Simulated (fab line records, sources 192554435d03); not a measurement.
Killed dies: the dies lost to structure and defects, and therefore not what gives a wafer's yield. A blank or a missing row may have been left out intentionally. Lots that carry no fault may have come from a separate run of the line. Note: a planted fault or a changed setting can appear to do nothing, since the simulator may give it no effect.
Lot-split experiment :: flow n5 finfet :: on a route of 1938 steps: 7 lots, 21 wafers read

SPLIT DETAILS
At N5_BEOL_M6_ETCH_61 (etches SiARC in CF4, target depth 45.5 nm, time 75.8 s), the setting bias w was moved away from the recipe's 36 W on 7 of the 21 wafers read, by -13.2% to +8.4%. All remaining wafers had this setting at the recipe value.

The split's own step is where the reading is taken.

THE READING
rf vpp V, in V, at N5_BEOL_M6_ETCH_61 (etches SiARC in CF4, target depth 45.5 nm, time 75.8 s). Fault-free wafers of this fab line usually give 183.9 V, standard deviation 1.1 V.

wafer: L077.2
tool, chamber at the split: rie diel-04, 1
bias w as run, W: 31.26
against the recipe: -13.2%
rf vpp V, V: 168.6
against lot-mates on the recipe: -17.7

wafer: L077.5
tool, chamber at the split: rie diel-04, 1
bias w as run, W: 31.26
against the recipe: -13.2%
rf vpp V, V: 167.4
against lot-mates on the recipe: -18.9

wafer: L077.6
tool, chamber at the split: rie diel-04, 2
bias w as run, W: 36
against the recipe: recipe
rf vpp V, V: 186.3
against lot-mates on the recipe: -

wafer: L076.2
tool, chamber at the split: rie diel-04, 1
bias w as run, W: 36
against the recipe: recipe
rf vpp V, V: 184.1
against lot-mates on the recipe: -

wafer: L076.3
tool, chamber at the split: rie diel-04, 2
bias w as run, W: 36
against the recipe: recipe
rf vpp V, V: 184.7
against lot-mates on the recipe: -

wafer: L076.6
tool, chamber at the split: rie diel-04, 3
bias w as run, W: 36
against the recipe: recipe
rf vpp V, V: 185.3
against lot-mates on the recipe: -

wafer: L086.1
tool, chamber at the split: rie diel-01, 2
bias w as run, W: 36
against the recipe: recipe
rf vpp V, V: 183.8
against lot-mates on the recipe: -

wafer: L086.3
tool, chamber at the split: rie diel-01, 0
bias w as run, W: 39.04
against the recipe: +8.4%
rf vpp V, V: 192.8
against lot-mates on the recipe: +9.0

wafer: L086.5
tool, chamber at the split: rie diel-01, 1
bias w as run, W: 39.04
against the recipe: +8.4%
rf vpp V, V: 194.5
against lot-mates on the recipe: +10.7

wafer: L084.2
tool, chamber at the split: rie diel-04, 1
bias w as run, W: 36
against the recipe: recipe
rf vpp V, V: 184.3
against lot-mates on the recipe: -

wafer: L084.4
tool, chamber at the split: rie diel-04, 3
bias w as run, W: 36
against the recipe: recipe
rf vpp V, V: 185.5
against lot-mates on the recipe: -

wafer: L084.6
tool, chamber at the split: rie diel-04, 3
bias w as run, W: 36
against the recipe: recipe
rf vpp V, V: 184.5
against lot-mates on the recipe: -

wafer: L087.1
tool, chamber at the split: rie diel-01, 1
bias w as run, W: 38.75
against the recipe: +7.6%
rf vpp V, V: 195.3
against lot-mates on the recipe: +13.3

wafer: L087.2
tool, chamber at the split: rie diel-01, 0
bias w as run, W: 38.75
against the recipe: +7.6%
rf vpp V, V: 191.8
against lot-mates on the recipe: +9.8

wafer: L087.5
tool, chamber at the split: rie diel-01, 3
bias w as run, W: 36
against the recipe: recipe
rf vpp V, V: 182.0
against lot-mates on the recipe: -

wafer: L094.1
tool, chamber at the split: rie diel-01, 0
bias w as run, W: 37.82
against the recipe: +5.1%
rf vpp V, V: 187.8
against lot-mates on the recipe: +2.9

wafer: L094.5
tool, chamber at the split: rie diel-01, 1
bias w as run, W: 36
against the recipe: recipe
rf vpp V, V: 186.4
against lot-mates on the recipe: -

wafer: L094.6
tool, chamber at the split: rie diel-01, 2
bias w as run, W: 36
against the recipe: recipe
rf vpp V, V: 183.5
against lot-mates on the recipe: -

wafer: L096.3
tool, chamber at the split: rie diel-03, 3
bias w as run, W: 36
against the recipe: recipe
rf vpp V, V: 183.1
against lot-mates on the recipe: -

wafer: L096.4
tool, chamber at the split: rie diel-03, 1
bias w as run, W: 36
against the recipe: recipe
rf vpp V, V: 182.5
against lot-mates on the recipe: -

wafer: L096.6
tool, chamber at the split: rie diel-03, 0
bias w as run, W: 36
against the recipe: recipe
rf vpp V, V: 183.5
against lot-mates on the recipe: -

FIT RESULTS
A straight line over all 21 wafers: rf vpp V changes by +1.19 V for each +1% of bias w; r = +0.98; the points scatter about the line by 1.4 V.
The same after taking each lot's own level away (the mean of its wafers on the recipe; 21 wafers): +1.33 V for each +1%; r = +0.98; scatter 1.4 V.
On that fit, the largest move of bias w shifts the reading by 18 V.
Across the lots, their own levels run from 182.00 to 186.30 V, a range of 3.9 times the standard deviation given above.
Hence the slope depends on the lot-to-lot level, as the two fits are not the same.
Check: for one of the wafers moved furthest among these (-13.2%), held out of the fit, the line's prediction against its lot-mates is -17.9 V. It came out at -17.7 V against them.
Tool readings at the split's step, against how far the setting was moved: rf vpp V r = +0.98.

ADDITIONAL SPLITS CARRIED BY THESE WAFERS
Note: prior to the reading, these wafers also went through further splits. Each is held against what the fit with the lots' levels taken away leaves over:
other split on the same wafers: N5_BEOL_M0_ETCH_138 source w
wafers away from the commonest value: 10
r with rf vpp V (lot level and that fit taken away): -0.32

other split on the same wafers: N5_BEOL_M1_COAT_68 spin rpm
wafers away from the commonest value: 5
r with rf vpp V (lot level and that fit taken away): -0.50

other split on the same wafers: N5_BEOL_M1_COAT_76 temp c
wafers away from the commonest value: 7
r with rf vpp V (lot level and that fit taken away): +0.35

other split on the same wafers: N5_BEOL_M5_COAT_05 spin rpm
wafers away from the commonest value: 8
r with rf vpp V (lot level and that fit taken away): +0.08

other split on the same wafers: N5_BEOL_M5_EXPOSE_08 dose mj
wafers away from the commonest value: 4
r with rf vpp V (lot level and that fit taken away): +0.05

FILE'S OWN FIT
rf vpp V changes by +1.3 V for each +1% of bias w, r = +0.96.
